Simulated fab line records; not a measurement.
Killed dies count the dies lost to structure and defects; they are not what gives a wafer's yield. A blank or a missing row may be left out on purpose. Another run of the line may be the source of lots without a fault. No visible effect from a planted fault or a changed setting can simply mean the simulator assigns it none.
Matching of chambers	flow nandHarc	NHARC_A_CHANNEL_HOLE_D1_DEP_01 on pecvd-04 has 3 sister chambers
The step deposits SiON, target thk 140 nm. 6 wafers are shown with their chamber, then 8 later ones without.

== WAFERS WITH THEIR CHAMBER ==
wafer	chamber	heaterPowerW (W)	chamberPressureTorr (Torr)
L415.4	0	777	3.503
L422.6	1	751	3.499
L421.1	2	610	3.501
L421.4	1	821	3.491
L421.6	2	623	3.500
L424.1	0	740	3.488

== WAFERS MISSING THEIR CHAMBER ==
wafer	heaterPowerW (W)	chamberPressureTorr (Torr)
L424.4	649	3.512
L424.6	809	3.495
L428.3	683	3.500
L428.4	824	3.498
L428.5	619	3.485
L430.1	662	3.496
L430.3	723	3.505
L430.6	739	3.507

== CHAMBER TAKEN BY EACH ==
wafer	from the rows above	in truth
L424.4	2	2
L424.6	can't be placed: 1 or 0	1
L428.3	can't be placed: 2 or 0 or 1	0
L428.4	can't be placed: 1 or 0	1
L428.5	2	2
L430.1	can't be placed: 2 or 0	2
L430.3	can't be placed: 0 or 1 or 2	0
L430.6	can't be placed: 0 or 1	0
2 of 8 placed correctly. Can't be placed from these rows: 6 (the true chamber is among the candidates in 6). Number placed wrongly: 0.
How it was worked out, from the rows above alone: a wafer's distance from a chamber is the root of the sum, over the readings, of the square of ((its reading less the chamber's mean) divided by the reading's scatter). The wafer belongs to the nearest chamber; if the next one is less than 2 further off, it can't be placed. A chamber's mean is the mean of its shown wafers. The scatter is the square root of a quotient: the sum, over the shown wafers, of each reading's squared deviation from its chamber's mean, divided by wafers minus chambers.
